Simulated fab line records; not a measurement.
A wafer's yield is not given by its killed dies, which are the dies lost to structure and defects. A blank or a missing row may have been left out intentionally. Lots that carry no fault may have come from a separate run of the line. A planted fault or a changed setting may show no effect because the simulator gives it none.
Struck lot and sound lot, side by side ; flow n5-finfet ; 44 steps out of a route of 1938
Sound: the wafers L698.1, L698.3, L698.4. Wafers L707.1, L707.3 were the ones struck. Last of all comes the cause.
Per side, at each step with rows, come the tool, then ch with its chambers, and then its first start. Under that, the readings that differ: sound wafers ; struck wafers ; difference of the means ; sigmas: that difference in standard deviations of wafers without a fault.
alike: words and numbers the same on both sides, and readings whose means are apart by under 2 such deviations; not compared: readings that were withheld, readings missing a value for some wafer, numbers with overlapping values and no deviation given by the record, and bounds like >300 which may hide the same value.
A row with sigmas, a row that says differs or no value, or rows on one side alone: a step with any of these is where the two part. Numbers that don't overlap but have no deviation are shown without sigmas and don't part them. Lack of a reading on every wafer of one side parts them only where that side has two or more wafers.

first, 4 steps without rows for these wafers: N5_SD_EPI_N_SOFTBAKE_04 (time 60 s); N5_SD_EPI_N_EXPOSE_06 (exposes mask SD N BLK, target cd 120 nm); N5_SD_EPI_N_PEB_07 (peb time 60 s); N5_SD_EPI_N_DEVELOP_08 (develop time 30 s).
N5_SD_EPI_N_CD_MEAS_09: the cd target is 120 nm.
  sound on cd-sem-01 ch 0, day 3 01:44; struck on cd-sem-03 ch 0, day 5 06:34
  alike: cd-nm
N5_SD_EPI_N_OVL_MEAS_10:
  sound on overlay-02 ch 0, day 3 01:46; struck on overlay-02 ch 0, day 5 06:36
  alike: SD_N_BLK_OVL
N5_SD_EPI_N_INSPECT_11: inspects for defects (macro).
  sound: defect-inspect-01 at day 3 01:47; struck: defect-inspect-01 at day 5 06:38
  alike: raw-defect-count
then, 1 step without rows for these wafers: N5_SD_EPI_N_DESCUM_14 (chemistry O2, time 7.9 s).
N5_SD_EPI_N_ETCH_34: etches SiARC in CF4, target depth 45.5 nm, time 75.8 s.
  sound on rie-diel-02 ch 0,1,3, day 3 01:51; struck on rie-diel-02 ch 1,3, day 5 06:42
  alike: drypump-motor-current-A, etch-rf-on-time-s, oes-product-au, rf-vpp-V, showerhead-plenum-p-Torr, throttle-valve-pct
  not compared: rf-hours-counter-h
then, 3 steps without rows for these wafers: N5_SD_EPI_N_ETCH_35 (etches SOC in N2/H2, overetch 108 nm, time 486 s); N5_SD_EPI_N_STRIP_36 (strips in N2/H2); N5_SD_EPI_N_ETCHBACK_44 (etches SiNx in CH3F/O2, stops on SiO2, target depth 14.5 nm).
N5_SD_EPI_N_ETCH_45: etches SiOCN in CH3F/O2, target depth 6 nm.
  sound on rie-diel-02 ch 0,1,3, day 3 02:20; struck on rie-diel-02 ch 1,3, day 5 07:11
reading;sound;struck;difference;sigmas
model.etch.depth-nm (nm);6.095 6.217 6.194;1.64 1.61;-4.54;
  alike: drypump-motor-current-A, oes-product-au, rf-vpp-V, showerhead-plenum-p-Torr, throttle-valve-pct
  not compared: rf-hours-counter-h
then, 2 steps without rows for these wafers: N5_SD_EPI_N_ETCH_16 (etches SiO2 in CHF3/O2, target depth 5 nm); N5_SD_EPI_N_STRIP_47 (strips in CHF3/O2).
N5_SD_EPI_N_SD_RECESS_17: chemistry HBr/Cl2/O2, target depth 41 nm, time 23.7 s, bt time 3 s.
  sound on rie-si-01 ch 0,1,3, day 3 02:30; struck on rie-si-04 ch 0,1, day 5 07:21
reading;sound;struck;difference;sigmas
rf-hours-counter-h (h);5 1 11;99 57;+72;
  alike: drypump-motor-current-A, oes_o_777_au, oes-product-au, throttle-valve-pct
then, 5 steps without rows for these wafers: N5_SD_EPI_N_STRIP_38 (strips in N2/H2); N5_SD_EPI_N_WET_ETCH_43 (etches SiO2 in dHF, time 14 s, target depth 1.5 nm); N5_SD_EPI_N_STRIP_18 (strips in SPM, time 750 s); N5_SD_EPI_N_SRD_20 (time 30 s); N5_SD_EPI_N_PRECLEAN_48 (cleans in NF3:NH3, afs cycles 2, time 20 s, sublimation time 60 s).
N5_SD_EPI_N_VAPOR_ETCH_50: etches Si in HCl, time 54 s.
  sound on epi-rpcvd-04 ch 0, day 3 03:20; struck on epi-rpcvd-01 ch 0, day 5 08:09
reading;sound;struck;difference;sigmas
throttle-valve-pct (%);12.5 11.9 12.3;11.2 11.6;-0.8;-2
then, 1 step without rows for these wafers: N5_SD_EPI_N_EPI_21 (deposits Si:P, time 690 s).
N5_SD_EPI_N_EPI_MEAS_23:
  sound: film-metro-01 at day 3 05:14; struck: film-metro-01 at day 5 10:04
  alike: thk-nm
then, 3 steps without rows for these wafers: N5_SD_EPI_N_PRECLEAN_24 (cleans in O3/DIW, time 60 s); N5_SD_EPI_N_SRD_25 (time 30 s); N5_SD_EPI_N_PRECLEAN_49 (cleans in NF3:NH3, afs cycles 1, time 20 s, sublimation time 60 s).
N5_SD_EPI_N_LINER_46: material SiNx, target thk 3 nm.
  sound on ald-sin-01 ch 0,1,2, day 3 05:32; struck on ald-sin-03 ch 0,2, day 5 10:22
  alike: heater-power-w
N5_SD_EPI_N_INSPECT_26: inspects for defects (darkfield).
  sound: defect-inspect-01 at day 3 05:47; struck: defect-inspect-01 at day 5 10:37
  alike: raw-defect-count
then, 8 steps without rows for these wafers: N5_SD_EPI_P_COAT_34 (time 60 s, resist thk 350 nm); N5_SD_EPI_P_COAT_35 (time 60 s, resist thk 35 nm); N5_SD_EPI_P_COAT_03 (resist thk 150 nm); N5_SD_EPI_P_EBR_05; N5_SD_EPI_P_SOFTBAKE_04 (time 60 s); N5_SD_EPI_P_EXPOSE_06 (exposes mask SD P BLK, target cd 240 nm); N5_SD_EPI_P_PEB_07 (peb time 60 s); N5_SD_EPI_P_DEVELOP_08 (develop time 30 s).
N5_SD_EPI_P_CD_MEAS_09: the cd target is 240 nm.
  sound on cd-sem-03 ch 0, day 3 06:04; struck on cd-sem-01 ch 0, day 5 11:01
  alike: cd-nm
N5_SD_EPI_P_OVL_MEAS_10:
  sound on overlay-01 ch 0, day 3 06:06; struck on overlay-02 ch 0, day 5 11:03
  alike: SD_P_BLK_OVL
N5_SD_EPI_P_INSPECT_11: inspects for defects (macro).
  sound: defect-inspect-02 at day 3 06:07; struck: defect-inspect-02 at day 5 11:04
  alike: raw-defect-count
then, 1 step without rows for these wafers: N5_SD_EPI_P_DESCUM_14 (chemistry O2, time 7.9 s).
N5_SD_EPI_P_ETCH_36: etches SiARC in CF4, target depth 45.5 nm, time 75.8 s.
  sound on rie-diel-03 ch 0,1,2, day 3 06:11; struck on rie-diel-01 ch 1,2, day 5 11:08
reading;sound;struck;difference;sigmas
rf-hours-counter-h (h);223 199 201;110 52;-127;
  alike: drypump-motor-current-A, etch-rf-on-time-s, oes-product-au, rf-vpp-V, showerhead-plenum-p-Torr, throttle-valve-pct
-- here the record skips 4 days between the struck wafers' starts before and after, leaving off in module SD_EPI_P and picking up in module BEOL_M4 (first step shown: number 1111 of the route) --
N5_BEOL_M4_RC_MEAS_101:
  sound on prober-01 ch 0, day 8 10:00; struck on prober-01 ch 0, day 9 22:44
reading;sound;struck;difference;sigmas
DIBL_P (mV/V);33.8 33.6 33.8;39.9 35.6;+4.0;+2
RC_DENSE_N (ohm.um);19.3 19.0 19.1;21.3 20.0;+1.5;+3
RC_N (ohm.um);15.9 15.3 15.7;17.2 16.3;+1.1;+3
REXT_N (ohm.um);78.1 76.2 77.4;83.2 81.3;+5.0;+3
SS_N (mV/dec);71.0 70.3 70.6;71.8 71.8;+1.2;+2
  alike: DIBL_N, IOFF_N, IOFF_P, ION_N, ION_P, SS_P, VT_N, VT_P
-- a jump in the record: the struck wafers' starts before and after are 4 days apart (it breaks off in module BEOL_M4 and resumes in module PASSIVATION, where the first step shown is number 1936 of the route) --
N5_PASSIVATION_PROBE_49:
  sound: prober-02 at day 12 09:47; struck: prober-02 at day 14 01:29
  alike: defect-limited-yield, killed_at_M0_to_M3, killed_at_M4_up, killed-at-contacts, killed-at-front-end, killed-at-other, killed-dies, killed-open, killed-short, sort_bin_4_leakage, sort_bin_5_function, sort_bin_6_memory, sort_bin_8_speed, sort-n-pass, sort-yield-pct

WHERE THEY PART
Earliest at N5_SD_EPI_N_VAPOR_ETCH_50; latest, in this record, at N5_BEOL_M4_RC_MEAS_101. Later steps at which nothing parts them and some readings are alike: N5_PASSIVATION_PROBE_49.

WHY: what the simulator had put in
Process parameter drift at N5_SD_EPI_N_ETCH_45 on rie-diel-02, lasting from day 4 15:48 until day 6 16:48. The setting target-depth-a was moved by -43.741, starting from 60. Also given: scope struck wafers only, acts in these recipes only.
